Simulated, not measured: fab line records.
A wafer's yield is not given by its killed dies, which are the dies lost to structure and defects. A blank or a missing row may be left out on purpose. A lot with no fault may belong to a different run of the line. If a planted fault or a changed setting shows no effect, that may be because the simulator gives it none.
Which tool did it? | flow n5_finfet | 36 wafers sampled from 12 lots at 1 step of a route of 1938

== WHAT THE GAUGES SHOWED, per wafer ==
N5_BEOL_M2_CD_MEAS_18: pitch 36 nm, target cd 18 nm.
lot  | measured     | on        | cd_nm (nm)
L075 | day 7 04:39  | cd_sem-01 | 17.89 17.85 18.32
L077 | day 7 11:29  | cd_sem-01 | 17.94 18.05 17.93
L079 | day 7 21:03  | cd_sem-02 | 18.23 18.51 17.94
L082 | day 8 11:52  | cd_sem-01 | 18.38 17.86 18.36
L083 | day 8 16:05  | cd_sem-02 | 17.85 18.08 18.14
L085 | day 9 10:28  | cd_sem-01 | 17.58 18.13 17.61
L087 | day 9 20:37  | cd_sem-02 | 18.18 18.38 18.30
L089 | day 10 08:52 | cd_sem-02 | 18.13 18.75 17.88
L091 | day 10 18:53 | cd_sem-02 | 17.99 18.10 17.95
L094 | day 11 08:31 | cd_sem-03 | 18.15 18.00 18.06
L095 | day 11 15:17 | cd_sem-02 | 17.88 17.78 18.21
L097 | day 12 14:58 | cd_sem-03 | 18.08 17.57 17.72

== WHAT TOOL EACH LOT RAN ON (gives the tool, then ch and the chambers of the sampled wafers, and finally the start) ==
Before these readings, the record contains no process step.

== THE ANSWER, worked out from the rows above alone ==
Rule: usual is defined by the lots themselves. Put in order of their means at a reading, lots are off if they are a third of the lots or fewer, leave a main group of 4 or more, and stand apart from it by a gap of 3 or more times the standard deviation of the main group's means; of several such gaps the widest counts. A main group whose means are all the same, to the digits that the tables above print for the reading, isn't used. A lot without any number at a reading at which 4 lots or more have one is off too. The other lots that the step has rows for count as sound.
No lot is off on any of the readings shown, so nothing can be concluded from this.

== WHAT HAD BEEN PUT IN BY THE SIMULATOR ==
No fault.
